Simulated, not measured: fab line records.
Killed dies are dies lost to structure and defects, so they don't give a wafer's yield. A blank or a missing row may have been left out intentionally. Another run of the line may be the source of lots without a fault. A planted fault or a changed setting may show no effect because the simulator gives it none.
A single fault, viewed from 2 desks / flow nand harc / only its own numbers are on each desk; what lay behind them is given at the end

## THE TOOL OWNER'S DESK: furnace-05
The tool's own readings at NHARC_P_GATE_OXIDE_02 (material SiO2, target thk 37.5 nm, ox time 365 s): means of the sampled wafers that have a number, for each lot that ran on this tool. Any lot whose mean is over 4 standard deviations away from the usual mean is out of limits and marked OUT; that distance is given in the brackets.
Columns: A = spike tc bottom C at NHARC_P_GATE_OXIDE_02, usual 967.0 C; B = spike tc centre C at NHARC_P_GATE_OXIDE_02, usual 950.8 C; C = spike tc lower C at NHARC_P_GATE_OXIDE_02, usual 950.0 C; D = spike tc top C at NHARC_P_GATE_OXIDE_02, usual 962.5 C; E = spike tc upper C at NHARC_P_GATE_OXIDE_02, usual 949.7 C; F = tube center temp C at NHARC_P_GATE_OXIDE_02, usual 950 C
lot=L668; first seen here=day 4 12:33; A=966.1; B=950.3; C=951.0; D=963.4; E=950.1; F=950
lot=L670; first seen here=day 4 20:16; A=967.8; B=950.3; C=950.6; D=963.6; E=951.7; F=950
lot=L671; first seen here=day 5 01:54; A=966.9; B=950.5; C=951.2; D=962.8; E=951.0; F=950
lot=L676; first seen here=day 6 10:45; A=966.7; B=951.2; C=950.5; D=963.4; E=951.0; F=950
lot=L677; first seen here=day 7 01:37; A=966.8; B=950.3; C=950.8; D=963.1; E=950.9; F=950
lot=L679; first seen here=day 7 01:37; A=966.9; B=949.9; C=950.6; D=962.7; E=950.2; F=950
lot=L683; first seen here=day 8 04:12; A=974.6 (+5.5) OUT; B=957.6 (+6.8) OUT; C=957.4 (+5.7) OUT; D=969.1; E=957.6 (+4.4) OUT; F=957 (+90) OUT
lot=L684; first seen here=day 8 09:45; A=974.3 (+5.2) OUT; B=957.1 (+6.3) OUT; C=957.5 (+5.8) OUT; D=970.4 (+4.6) OUT; E=957.8 (+4.5) OUT; F=957 (+90) OUT
lot=L685; first seen here=day 8 09:45; A=974.3 (+5.2) OUT; B=957.2 (+6.4) OUT; C=957.7 (+5.9) OUT; D=971.1 (+5.1) OUT; E=958.5 (+4.9) OUT; F=957 (+90) OUT
Finding of this desk: L683, L684, L685 out of limits; the first was L683 at day 8 04:12, on spike tc bottom C at NHARC_P_GATE_OXIDE_02. L668, L670, L671, L676, L677, L679: within limits.

## THE DEFECT DESK
Counts from the inspections along the route, per lot, as means over the sampled wafers that have a number. Any lot whose mean is over 4 standard deviations away from the usual mean is out of limits and marked OUT; that distance is given in the brackets.
Columns: A = raw defect count at NHARC_P_STI_INSPECT_25, usual 220
lot=L666; first seen here=day 3 19:50; A=176
lot=L668; first seen here=day 4 09:30; A=216
lot=L670; first seen here=day 4 14:55; A=180
lot=L671; first seen here=day 4 22:51; A=349
lot=L674; first seen here=day 5 18:19; A=192
lot=L676; first seen here=day 6 06:36; A=144
lot=L677; first seen here=day 6 22:34; A=189
lot=L679; first seen here=day 6 22:34; A=257
lot=L683; first seen here=day 8 01:08; A=227
lot=L684; first seen here=day 8 06:16; A=283
lot=L685; first seen here=day 8 06:16; A=196
lot=L686; first seen here=day 8 17:49; A=445
Result from this desk: across the 12 lots, nothing is out of limits.

## BROUGHT TOGETHER
The tool owner's desk had the chance to raise an alarm at day 8 04:12 on L683, L684, L685.
No out-of-limits result turned up at the defect desk.
The defect desk has L683, L684, L685 on record, within its limits.
Every lot named ran NHARC_P_GATE_OXIDE_02 on furnace-05.

## WHAT THE SIMULATOR HAD INSERTED
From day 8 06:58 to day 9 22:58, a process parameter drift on furnace-05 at NHARC_P_GATE_OXIDE_02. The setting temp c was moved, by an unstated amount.
Shown lots that were struck: L683, L684, L685.
